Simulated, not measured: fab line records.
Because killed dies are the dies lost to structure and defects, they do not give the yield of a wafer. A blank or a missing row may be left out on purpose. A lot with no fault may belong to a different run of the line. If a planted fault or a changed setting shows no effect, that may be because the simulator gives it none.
Chamber matching + flow n5 finfet + pecvd-01 running N5_FIN_SAQP_PECVD_06: 3 sister chambers
The step deposits a-Si from SiH4/He, target thk 60 nm, time 48.1 s. 6 wafers are shown with their chamber, then 11 later ones without.

EACH WAFER AND ITS CHAMBER
| wafer  | chamber | throttle valve pct (%) | heater power w (W) |
|--------|---------|------------------------|--------------------|
| L080.2 | 2       | 16.8                   | 806                |
| L081.2 | 0       | 17.2                   | 1066               |
| L081.4 | 2       | 16.9                   | 751                |
| L082.3 | 0       | 17.3                   | 1140               |
| L082.6 | 1       | 18.8                   | 948                |
| L087.1 | 1       | 18.9                   | 961                |

WAFERS WITH NO CHAMBER GIVEN
| wafer  | throttle valve pct (%) | heater power w (W) |
|--------|------------------------|--------------------|
| L087.2 | 17.5                   | 1060               |
| L087.3 | 17.2                   | 806                |
| L091.3 | 17.7                   | 1166               |
| L091.4 | 17.7                   | 1165               |
| L091.6 | 19.4                   | 814                |
| L094.1 | 18.8                   | 873                |
| L094.2 | 17.4                   | 1084               |
| L094.3 | 16.9                   | 766                |
| L095.3 | 16.9                   | 795                |
| L095.5 | 18.6                   | 924                |
| L095.6 | 17.4                   | 1158               |

THE CHAMBER EACH PASSED THROUGH
| wafer  | from the rows above | in truth |
|--------|---------------------|----------|
| L087.2 | 0                   | 0        |
| L087.3 | 2                   | 2        |
| L091.3 | 0                   | 0        |
| L091.4 | 0                   | 0        |
| L091.6 | 1                   | 1        |
| L094.1 | 1                   | 1        |
| L094.2 | 0                   | 0        |
| L094.3 | 2                   | 2        |
| L095.3 | 2                   | 2        |
| L095.5 | 1                   | 1        |
| L095.6 | 0                   | 0        |
Placed correctly: 11 of 11. Not placeable from these rows: 0. Placed wrongly: 0.
How it was worked out, from the rows above alone: a wafer's distance from a chamber is the root of the sum, over the readings, of the square of ((its reading less the chamber's mean) divided by the reading's scatter). The wafer belongs to the nearest chamber; if the next one is less than 2 further off, it can't be placed. The mean given for a chamber averages the wafers shown for that chamber. The scatter: the root of (the sum of the squares of (reading less its chamber's mean) over the shown wafers, divided by (wafers less chambers)).
